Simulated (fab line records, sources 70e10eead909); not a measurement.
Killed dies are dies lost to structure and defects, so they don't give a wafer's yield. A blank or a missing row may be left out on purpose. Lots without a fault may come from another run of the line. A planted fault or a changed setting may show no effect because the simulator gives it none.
Which tool did it? | flow nand_harc | 14 lots, 42 wafers sampled, at 1 step of a route of 1302

WHAT THE GAUGES READ, wafer by wafer
NHARC_P_BONDPAD_THK_MEAS_33: measures by ellipsometry.
lot  | measured     | on            | thk_nm (nm)
L498 | day 6 20:31  | film_metro-01 | 199.2 200.4 201.3
L499 | day 7 02:20  | film_metro-01 | 202.1 201.1 199.6
L500 | day 7 07:01  | film_metro-02 | 200.7 200.1 201.3
L501 | day 8 00:01  | film_metro-01 | 202.0 199.4 199.3
L502 | day 8 08:22  | film_metro-02 | 201.9 199.4 203.0
L504 | day 9 04:53  | film_metro-02 | 200.4 200.8 198.8
L505 | day 9 06:31  | film_metro-02 | 200.5 201.5 200.2
L506 | day 9 16:40  | film_metro-02 | 200.2 201.7 199.8
L507 | day 10 06:34 | film_metro-01 | 200.1 199.9 200.9
L509 | day 10 23:15 | film_metro-02 | 201.0 203.4 201.9
L512 | day 12 15:20 | film_metro-02 | 200.0 200.4 197.8
L511 | day 12 16:02 | film_metro-01 | 198.4 198.2 198.7
L518 | day 14 21:50 | film_metro-02 | 203.5 199.5 200.4
L519 | day 15 08:30 | film_metro-01 | 202.6 204.3 203.9

WHICH TOOL RAN EACH LOT (tool, then ch and the chambers of the sampled wafers, then the start)
The record holds no process step before these readings.

WHAT THE TOOLS THEMSELVES READ (means of the sampled wafers that have a number; where no wafer has one, the mark that the record gives instead)
The record holds no such reading with a usual standard deviation.

THE ANSWER, worked out from the rows above alone
Rule: what is usual is taken from the lots themselves. Put in order of their means at a reading, lots are off if they are a third of the lots or fewer, leave a main group of 4 or more, and stand apart from it by a gap of 3 or more times the standard deviation of the main group's means; of several such gaps the widest counts. A main group whose means are all the same, to the digits that the tables above print for the reading, isn't used. A lot without any number at a reading at which 4 lots or more have one is off too. The other lots that the step has rows for count as sound. The gauges are gone through in route order, then the tools' own readings, and for those a lot's mean is taken as printed above. The first step at which some lot is off is used, and at that step the reading that is off furthest; a lot without a number counts as furthest.
No lot is off at any reading shown: from this, nothing can be told.

WHAT THE SIMULATOR HAD PUT IN
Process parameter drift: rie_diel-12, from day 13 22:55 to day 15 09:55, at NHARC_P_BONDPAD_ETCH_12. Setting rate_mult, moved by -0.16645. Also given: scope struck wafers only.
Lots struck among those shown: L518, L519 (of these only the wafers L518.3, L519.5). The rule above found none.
